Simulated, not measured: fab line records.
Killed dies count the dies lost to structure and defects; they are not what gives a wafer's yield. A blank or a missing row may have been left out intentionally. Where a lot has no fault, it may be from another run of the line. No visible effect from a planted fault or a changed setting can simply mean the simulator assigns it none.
fab line records	flow nand_harc
record: lots: 7	wafers: 19	last_day: 33
route steps=1302 shown A_CHANNEL_FILL_D2@615 END@1302
lots with no fault: from the same line, run without faults
start_h: the number of hours between the record's first day and the start of the first shown wafer of the lot	wait_h: hours from the lot's prior step to this one	" same as the row above	L1.1+2: a row that stands for several wafers	- no value, or no start was given	* or withheld: withheld	< > ~ a bound
route shown NAME@n: a module of which the file shows steps, and the number in the route of the first	usual: average and standard deviation across the fault-free wafers	same: alike in all rows	chamber/n: place in a boat	sites: readings site by site	_std_site: the values' standard deviation	_edge_site: outer sites' mean less inner sites'	radius_mm: for every site, how far away it sits from the centre of the wafer	mask NAME#n: copy n	behind: the tool/chamber that last shaped the wafer	hold: why the lot was held/for how many hours/how that ended	device: names the non-switching transistor (n, p or np)	end of line: the route-end tests of the same wafers	a step given without rows: its recipe and nothing more	killed: at the first sort, the dies lost to defects and structure; wafer yield is something else	map: the dies of a wafer, with x for killed, . for not killed, _ for no die there
set.NAME: the setting as run; set.NAME@STEP: as run at that earlier step	model.NAME: the simulator's own value behind a step, which no gauge read
lots seen at some steps along the route; tables by step, rows by wafer
services: from which hour (start_h, from the record's first day; less than 0 if before it) a tool's chamber was out of use, for how many hours, and why
== steps ==
step: NHARC_A_CHANNEL_FILL_D2_ALD_15
recipe: target_thk_a: 20	pulse_time_s: 60	ald_cycles: 19	temp_c: 630	pressure_torr: 2	material: SiNx
usual: ald_cycles: 19/0	precursor_pulse_height_rel: 1.002/0.02
lot.wafer	tool	chamber	start_h	wait_h	ald_cycles	precursor_pulse_height_rel
L854.4	ald_sin_batch-01	0	-	-	19	1.019
L854.5	"	0	"	"	19	1.001
L854.6	"	0	"	"	19	1.001
L862.2	ald_sin_batch-03	0	-	-	19	0.992
L862.4	"	0	"	"	19	1.036
L864.2	ald_sin_batch-02	0	-	-	19	1.006
L864.4	"	0	"	"	19	0.975
L864.5	"	0	"	"	19	1.011
L866.2	ald_sin_batch-02	0	-	-	19	0.987
L866.4	"	0	"	"	19	1.000
L868.1	ald_sin_batch-01	0	-	-	19	0.999
L868.2	"	0	"	"	19	0.995
L868.4	"	0	"	"	19	1.022
L869.1	ald_sin_batch-03	0	-	-	19	1.000
L869.2	"	0	"	"	19	1.007
L869.4	"	0	"	"	19	1.023
L873.4	ald_sin_batch-02	0	-	-	19	1.033
L873.5	"	0	"	"	19	1.018
L873.6	"	0	"	"	19	0.994
step: NHARC_A_CHANNEL_FILL_D2_ALD_16
recipe: target_thk_a: 15	pulse_time_s: 10	ald_cycles: 15	temp_c: 300	material: SiO2
usual: ald_cycles: 15/0	heater_power_w: 449/35	precursor_pulse_height_rel: 1.001/0.019
lot.wafer	tool	chamber	start_h	wait_h	ald_cycles	heater_power_w	precursor_pulse_height_rel	since_wet_clean_h
L854.4	ald_hk-02	2	339.72	0.1	15	462	1.017	158
L854.5	"	1	"	"	15	460	1.010	-
L854.6	"	2	"	"	15	472	0.968	-
L862.2	ald_hk-03	2	430.36	0.0	15	474	1.022	24
L862.4	"	0	"	"	15	484	1.001	24
L864.2	ald_hk-01	3	435.55	1.3	15	399	1.032	128
L864.4	"	0	"	"	15	391	0.983	128
L864.5	"	0	"	"	15	407	0.991	-
L866.2	ald_hk-03	3	455.39	0.2	15	442	1.035	49
L866.4	"	0	"	"	15	479	1.016	49
L868.1	ald_hk-02	3	477.40	0.2	15	476	0.970	117
L868.4	"	0	"	"	15	437	0.990	117
L868.2	"	2	"	"	15	489	0.983	117
L869.1	ald_hk-02	0	495.25	0.1	15	434	1.011	135
L869.4	"	1	"	"	15	460	1.014	135
L869.2	"	2	"	"	15	465	1.030	135
L873.4	ald_hk-03	0	535.66	0.1	15	482	1.003	129
L873.6	"	3	"	"	15	451	1.013	-
L873.5	"	0	"	"	15	495	1.004	-
step: NHARC_A_CHANNEL_FILL_D2_ANNEAL_17
recipe: temp_c: 850	time_s: 1800
step: NHARC_A_CHANNEL_FILL_D2_CVD_18
recipe: target_thk_a: 30	temp_c: 550	material: poly-Si
step: NHARC_A_CHANNEL_FILL_D2_ETCHBACK_19
recipe: target_depth_a: 50	time_s: 1.7	hbr_flow_sccm: 150	cl2_flow_sccm: 50	rf_w: 400	icp_w: 400	bias_w: 100	chemistry: HBr/Cl2
usual: chamber_pressure_mTorr: 15.000/0.013	drypump_motor_current_A: 5.8/0.58	oes_product_au: 1.005/0.012	throttle_valve_pct: 26.405/0.009
lot.wafer	tool	chamber	start_h	wait_h	chamber_pressure_mTorr	drypump_motor_current_A	oes_product_au	rf_hours_counter_h	throttle_valve_pct
L854.4	rie_si-01	1	351.61	0.4	15.005	6.5	1.005	0.51	26.398
L854.6	"	3	"	"	14.988	5.2	1.015	-	26.416
L854.5	"	0	"	"	15.004	6.6	0.992	-	26.403
L862.2	rie_si-01	2	439.73	0.4	15.001	6.1	1.006	0.34	26.407
L862.4	"	3	"	"	14.996	5.3	1.006	0.34	26.408
L864.2	rie_si-01	3	449.60	0.4	14.985	5.2	1.011	0.43	26.409
L864.4	"	2	"	"	14.994	6.1	1.007	0.40	26.400
L864.5	"	0	"	"	15.005	6.7	0.999	-	26.404
L866.2	rie_si-06	3	466.94	0.4	15.021	5.2	1.008	0.15	26.397
L866.4	"	1	"	"	14.993	5.4	1.001	0.17	26.394
L868.4	rie_si-02	2	489.28	0.4	15.028	6.0	0.993	0.25	26.409
L868.2	"	0	"	"	15.014	5.7	0.987	0.21	26.395
L868.1	"	1	"	"	14.998	5.5	0.995	0.21	26.396
L869.1	rie_si-01	0	507.51	0.4	15.019	6.7	1.012	0.74	26.396
L869.2	"	3	"	"	15.021	5.2	1.033	0.71	26.410
L869.4	"	0	"	"	15.011	6.6	1.010	-	26.394
L873.4	rie_si-06	2	547.60	0.4	15.001	5.6	0.999	0.67	26.403
L873.6	"	1	"	"	15.007	5.4	0.984	-	26.403
L873.5	"	2	"	"	14.984	5.7	0.999	-	26.402
step: NHARC_A_CHANNEL_FILL_D2_ETCHBACK_20
recipe: target_depth_a: 270	time_s: 13.5	c4f8_flow_sccm: withheld	o2_flow_sccm: 8	ar_flow_sccm: withheld	rf_w: 600	bias_w: 1500	chemistry: C4F8/O2/Ar
usual: chamber_pressure_mTorr: 24.999/0.023	oes_product_au: 0.991/0.027	rf_vpp_V: 981/6.5
lot.wafer	tool	chamber	start_h	wait_h	chamber_pressure_mTorr	oes_product_au	rf_hours_counter_h	rf_vpp_V
L854.4	rie_diel-12	3	351.73	-	24.999	0.937	3	979
L854.6	"	1	"	"	25.000	0.962	-	986
L854.5	"	2	"	"	24.981	0.953	-	980
L862.4	rie_diel-12	0	439.83	-	24.962	0.990	5	971
L862.2	"	1	"	"	24.987	1.009	4	987
L864.4	rie_diel-07	3	449.86	-	25.007	0.944	5	988
L864.2	"	1	"	"	25.019	0.931	4	981
L864.5	"	3	"	"	24.988	0.938	-	989
L866.2	rie_diel-12	0	467.07	-	25.037	0.997	1	972
L866.4	"	2	"	"	25.042	1.014	1	981
L868.2	rie_diel-07	1	489.40	-	25.022	1.004	1	982
L868.4	"	2	"	"	24.985	0.981	1	987
L868.1	"	3	"	"	24.967	1.002	1	989
L869.4	rie_diel-05	1	507.66	-	24.953	1.004	17	988
L869.2	"	3	"	"	25.015	1.009	17	976
L869.1	"	0	"	"	24.991	0.998	18	989
L873.4	rie_diel-07	0	547.72	-	25.014	1.002	2	983
L873.5	"	3	"	"	24.977	1.013	-	988
L873.6	"	0	"	"	25.003	1.007	-	984
step: NHARC_A_CHANNEL_FILL_D2_STRIP_28
recipe: time_s: 20	o2_flow_sccm: 500	ar_flow_sccm: 0	bias_w: 0	chemistry: O2
step: NHARC_A_CHANNEL_FILL_D2_PRECLEAN_21
recipe: time_s: 30	chemistry: dHF
step: NHARC_A_CHANNEL_FILL_D2_SRD_23
step: NHARC_A_CHANNEL_FILL_D2_CVD_05
recipe: target_thk_a: 50	temp_c: 550	material: poly-Si
step: NHARC_A_CHANNEL_FILL_D2_ANNEAL_22
recipe: temp_c: 620	time_s: 7200
step: NHARC_A_CHANNEL_FILL_D2_ALD_25
recipe: target_thk_a: 600	pulse_time_s: 10	ald_cycles: 600	temp_c: 300	material: SiOx
usual: ald_cycles: 600/0	heater_power_w: 447/37	precursor_pulse_height_rel: 1.000/0.019
lot.wafer	tool	chamber	start_h	wait_h	ald_cycles	heater_power_w	precursor_pulse_height_rel	since_wet_clean_h
L854.4	ald_hk-02	0	364.97	1.3	600	453	0.964	6
L854.5	"	2	366.20	2.5	600	485	0.988	-
L854.6	"	3	"	"	600	486	0.990	-
L862.4	ald_hk-02	1	452.10	0.0	501	472	1.023	93
L862.2	"	0	453.96	1.9	501	438	0.989	95
L864.4	ald_hk-02	0	462.60	1.3	501	446	0.998	104
L864.2	"	1	"	"	501	454	1.009	104
L864.5	"	2	"	"	600	478	0.999	-
L866.2	ald_hk-02	3	480.00	0.7	501	478	1.020	121
L866.4	"	0	"	"	501	429	0.999	122
L868.4	ald_hk-01	2	501.83	0.1	600	442	1.007	17
L868.2	"	3	"	"	600	386	1.023	17
L868.1	"	1	503.68	1.9	600	498	1.030	19
L869.1	ald_hk-01	2	519.09	0.1	600	441	0.977	34
L869.2	"	3	"	"	600	380	0.997	35
L869.4	"	0	"	"	600	398	1.004	35
L873.4	ald_hk-01	0	562.52	0.7	600	406	0.998	77
L873.5	"	3	564.35	2.5	600	380	1.005	-
L873.6	"	0	"	"	600	397	1.023	-
step: NHARC_A_CHANNEL_FILL_D2_ETCHBACK_08
recipe: target_depth_a: 2200	time_s: 110	c4f8_flow_sccm: 20	ar_flow_sccm: withheld	rf_w: 600	bias_w: 300	chemistry: C4F8
usual: chamber_pressure_mTorr: 25.001/0.028	oes_product_au: 0.96/0.039	rf_vpp_V: 442.2/2.8
lot.wafer	tool	chamber	start_h	wait_h	chamber_pressure_mTorr	oes_product_au	rf_hours_counter_h	rf_vpp_V
L854.4	rie_diel-12	3	-	-	25.054	0.92	4	441.2
L854.6	"	3	"	"	25.032	0.92	-	441.8
L854.5	"	0	"	"	25.033	0.93	-	437.3
L862.2	rie_diel-07	3	-	-	24.954	0.99	5	446.0
L862.4	"	2	"	"	24.996	0.99	5	445.2
L864.2	rie_diel-07	1	-	-	25.003	0.93	4	441.5
L864.5	"	3	"	"	24.998	0.94	-	444.0
L864.4	"	1	"	"	25.022	0.91	-	441.8
L866.2	rie_diel-12	3	-	-	25.017	0.94	1	441.5
L866.4	"	0	"	"	25.008	0.91	1	436.8
L868.2	rie_diel-07	0	-	-	24.974	0.93	1	443.5
L868.1	"	1	"	"	24.999	0.92	1	442.6
L868.4	"	3	"	"	24.989	0.94	1	444.8
L869.4	rie_diel-07	0	-	-	25.017	1.01	1	442.5
L869.1	"	1	"	"	25.000	0.99	1	442.3
L869.2	"	3	"	"	25.006	1.01	1	444.9
L873.4	rie_diel-07	3	-	-	25.024	0.95	-	445.5
L873.6	"	1	"	"	24.948	0.92	-	440.0
L873.5	"	2	"	"	24.990	0.90	-	443.8
step: NHARC_END_SORT_01
recipe: temp_c: 25
usual: killed_at_array: 54/17	killed_at_other: 0.7/1	killed_at_periphery: 3.7/2.9	killed_dies: 58/16	killed_open: 3.2/1.9	killed_short: 2.2/1.5
same: gross_dies: 677
lot.wafer	tool	chamber	start_h	wait_h	killed_at_array	killed_at_other	killed_at_periphery	killed_dies	killed_open	killed_short
L854.4	prober-02	0	590.36	3.4	64	0	3	67	2	0
L854.5	prober-02	0	591.17	3.7	74	0	4	78	5	1
L854.6	prober-02	0	591.98	4.0	81	0	1	82	4	2
L862.2	prober-01	0	672.01	2.8	58	0	2	60	3	2
L862.4	prober-01	0	673.60	3.4	54	1	1	56	1	0
L864.2	prober-01	0	684.07	2.8	45	0	12	57	9	5
L864.4	prober-01	0	685.67	3.4	36	0	6	42	1	1
L864.5	prober-01	0	686.47	3.7	31	0	7	38	4	2
L866.2	prober-02	0	699.38	2.8	53	2	2	57	0	3
L866.4	prober-02	0	700.98	3.4	63	1	1	65	2	0
L868.1	prober-01	0	726.74	2.5	67	0	2	69	1	0
L868.2	prober-01	0	727.54	2.8	60	0	5	65	3	2
L868.4	prober-01	0	729.14	3.4	60	0	6	66	4	6
L869.1	prober-01	0	736.09	2.5	81	0	1	82	2	2
L869.2	prober-01	0	736.88	2.8	93	0	1	94	4	0
L869.4	prober-01	0	738.46	3.4	88	1	4	93	3	3
killed by level:class
L854.4 A_CHANNEL_HOLE_D1:chamber_film_flake=25 A_SLIT:chamber_film_flake=19 A_CHANNEL_HOLE_D2:chamber_film_flake=17 A_CONTACT:chamber_film_flake=2 P_CONTACT:geometric_particle:open=1 P_M0:geometric_particle:open=1 P_GATE:chamber_film_flake=1 A_CHANNEL_FILL_D1:chamber_film_flake=1
L854.5 A_CHANNEL_HOLE_D2:chamber_film_flake=24 A_CHANNEL_HOLE_D1:chamber_film_flake=23 A_SLIT:chamber_film_flake=15 A_CHANNEL_FILL_D1:chamber_film_flake=4 A_M0:geometric_particle:open=3 P_M1:chamber_film_flake=2 A_CONTACT:chamber_film_flake=2 P_M1:geometric_particle:short=1
L854.6 A_CHANNEL_HOLE_D2:chamber_film_flake=27 A_SLIT:chamber_film_flake=23 A_CHANNEL_HOLE_D1:chamber_film_flake=20 A_CONTACT:chamber_film_flake=5 A_WL_FILL:geometric_particle:short=2 P_CONTACT:geometric_particle:open=1 A_CHANNEL_HOLE_D2:geometric_particle:open=1 A_CONTACT:geometric_particle:open=1
L862.2 A_CHANNEL_HOLE_D1:chamber_film_flake=40 A_CONTACT:chamber_film_flake=5 A_SLIT:chamber_film_flake=4 A_WL_FILL:geometric_particle:short=2 A_STAIRCASE:chamber_film_flake=2 A_CHANNEL_HOLE_D2:geometric_particle:open=1 A_WL_FILL:geometric_particle:open=1 A_BLC:geometric_particle:open=1
L862.4 A_CHANNEL_HOLE_D1:chamber_film_flake=37 A_STAIRCASE:chamber_film_flake=4 A_CONTACT:chamber_film_flake=4 A_SLIT:chamber_film_flake=3 A_ZERO_WELL:chamber_film_flake=3 A_M1:chamber_film_flake=2 A_CONTACT:geometric_particle:open=1 P_GATE:chamber_film_flake=1
L864.2 A_CHANNEL_HOLE_D2:chamber_film_flake=12 A_STAIRCASE:chamber_film_flake=8 P_M1:chamber_film_flake=6 A_CONTACT:chamber_film_flake=6 P_GATE:chamber_film_flake=3 A_ONON_D2:geometric_particle:open=2 A_WL_FILL:geometric_particle:short=2 A_CHANNEL_HOLE_D1:chamber_film_flake=2
L864.4 A_CHANNEL_HOLE_D2:chamber_film_flake=11 A_STAIRCASE:chamber_film_flake=9 A_CONTACT:chamber_film_flake=7 P_M1:chamber_film_flake=3 A_M1:chamber_film_flake=3 P_GATE:chamber_film_flake=2 A_SLIT:chamber_film_flake=2 A_ONON_D1:geometric_particle:short=1
L864.5 A_CHANNEL_HOLE_D2:chamber_film_flake=11 A_STAIRCASE:chamber_film_flake=7 P_GATE:chamber_film_flake=4 A_M1:chamber_film_flake=3 A_WL_FILL:geometric_particle:short=2 A_WL_FILL:geometric_particle:open=2 P_M1:chamber_film_flake=2 A_CHANNEL_HOLE_D1:chamber_film_flake=2
L866.2 A_CHANNEL_HOLE_D1:chamber_film_flake=33 A_SLIT:chamber_film_flake=13 A_CONTACT:chamber_film_flake=2 THIN_TSV:chamber_film_flake=2 A_CHANNEL_FILL_D2:geometric_particle:short=1 A_STAIRCASE:geometric_particle:short=1 A_SGD_CUT:geometric_particle:short=1 P_ZERO_WELL:chamber_film_flake=1
L866.4 A_CHANNEL_HOLE_D1:chamber_film_flake=31 A_SLIT:chamber_film_flake=19 A_STAIRCASE:chamber_film_flake=4 A_CHANNEL_HOLE_D1:geometric_particle:open=2 A_CHANNEL_FILL_D2:chamber_film_flake=2 A_CONTACT:chamber_film_flake=2 P_ZERO_WELL:chamber_film_flake=1 A_WL_FILL:chamber_film_flake=1
L868.1 A_SLIT:chamber_film_flake=33 A_CHANNEL_HOLE_D2:chamber_film_flake=16 A_STAIRCASE:chamber_film_flake=7 A_CONTACT:chamber_film_flake=7 A_DECK1_JOINT:geometric_particle:open=1 P_ZERO_WELL:chamber_film_flake=1 P_GATE:chamber_film_flake=1 A_CHANNEL_HOLE_D1:chamber_film_flake=1
L868.2 A_CHANNEL_HOLE_D2:chamber_film_flake=18 A_SLIT:chamber_film_flake=17 A_CONTACT:chamber_film_flake=8 A_CHANNEL_HOLE_D1:chamber_film_flake=5 A_STAIRCASE:chamber_film_flake=4 P_STI:chamber_film_flake=2 P_GATE:chamber_film_flake=2 A_DECK1_JOINT:chamber_film_flake=2
L868.4 A_SLIT:chamber_film_flake=27 A_CHANNEL_HOLE_D2:chamber_film_flake=13 A_CONTACT:chamber_film_flake=4 P_GATE:chamber_film_flake=3 A_CHANNEL_HOLE_D1:chamber_film_flake=3 A_CHANNEL_FILL_D2:geometric_particle:open=2 A_DECK1_JOINT:chamber_film_flake=2 A_STAIRCASE:chamber_film_flake=2
L869.1 A_CHANNEL_HOLE_D1:chamber_film_flake=29 A_CHANNEL_HOLE_D2:chamber_film_flake=24 A_SLIT:chamber_film_flake=12 A_CONTACT:chamber_film_flake=5 A_SGD_CUT:chamber_film_flake=3 A_WL_FILL:chamber_film_flake=2 P_M1:geometric_particle:open=1 A_DECK1_JOINT:geometric_particle:short=1
L869.2 A_SLIT:chamber_film_flake=34 A_CHANNEL_HOLE_D1:chamber_film_flake=33 A_CHANNEL_HOLE_D2:chamber_film_flake=13 A_CONTACT:chamber_film_flake=6 A_CHANNEL_FILL_D1:geometric_particle:open=1 A_ONON_D2:geometric_particle:open=1 A_WL_FILL:geometric_particle:open=1 A_M1:geometric_particle:open=1
L869.4 A_CHANNEL_HOLE_D1:chamber_film_flake=30 A_SLIT:chamber_film_flake=30 A_CHANNEL_HOLE_D2:chamber_film_flake=15 A_SGD_CUT:chamber_film_flake=7 A_CONTACT:chamber_film_flake=2 P_CONTACT:geometric_particle:short=1 P_M0:geometric_particle:open=1 P_M0:geometric_particle:short=1
== services ==
tool	chamber	start_h	hours	kind
rie_diel-05	3	327.57	7.9	repair
ald_hk-02	-	350.17	10.0	pm
rie_si-01	-	370.00	9.0	pm
rie_diel-05	0	370.86	9.5	repair
rie_diel-07	-	374.61	1.8	repair
rie_si-02	1	382.18	15.1	repair
rie_diel-05	1	387.82	4.3	repair
rie_diel-05	-	407.45	9.0	pm
rie_si-06	-	426.00	9.0	pm
ald_hk-03	-	427.00	0.8	repair
rie_si-02	2	435.59	5.0	repair
ald_sin_batch-02	-	438.58	2.6	repair
rie_diel-12	-	445.40	9.0	pm
rie_diel-07	0	464.01	7.4	repair
rie_si-06	1	470.13	9.6	repair
rie_diel-07	-	471.20	9.0	pm
rie_si-01	2	500.43	13.6	repair
ald_sin_batch-01	-	506.00	26.0	pm
rie_diel-12	-	520.04	0.2	repair
rie_si-01	1	522.09	9.0	repair
rie_si-01	-	547.00	9.0	pm
rie_si-06	1	564.70	5.3	repair
rie_diel-07	0	565.49	7.8	repair
rie_si-01	1	567.00	7.1	repair
== key ==
first_sign: step: NHARC_A_CHANNEL_FILL_D2_ALD_25	reading: ald_cycles	direction: down	sigmas: 99+	usual: 600	struck: 501
effect none on later readings
met_at NHARC_A_CHANNEL_FILL_D2_ALD_25
struck_wafers L862.2,L862.4,L864.2,L864.4,L866.2,L866.4
tester_left_out L862,L864,L866
onset_between 364.97 452.10
fault: kind: process_parameter_drift	tool: ald_hk-02	chamber: -	onset_h: 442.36	steps: NHARC_A_CHANNEL_FILL_D2_ALD_25	channel: ald_cycles	offset: -99	shape: step	end_h: 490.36	scope: struck_wafers_only	acts_in: these_recipes_only	stated: 600
tester_left_out: of these lots the tester's yield and bins aren't shown, on N5 and GAA mostly nor the transistor test; their killed dies are dies lost to structure and defects alone, not to doping, threshold or leakage, so they don't give the yield
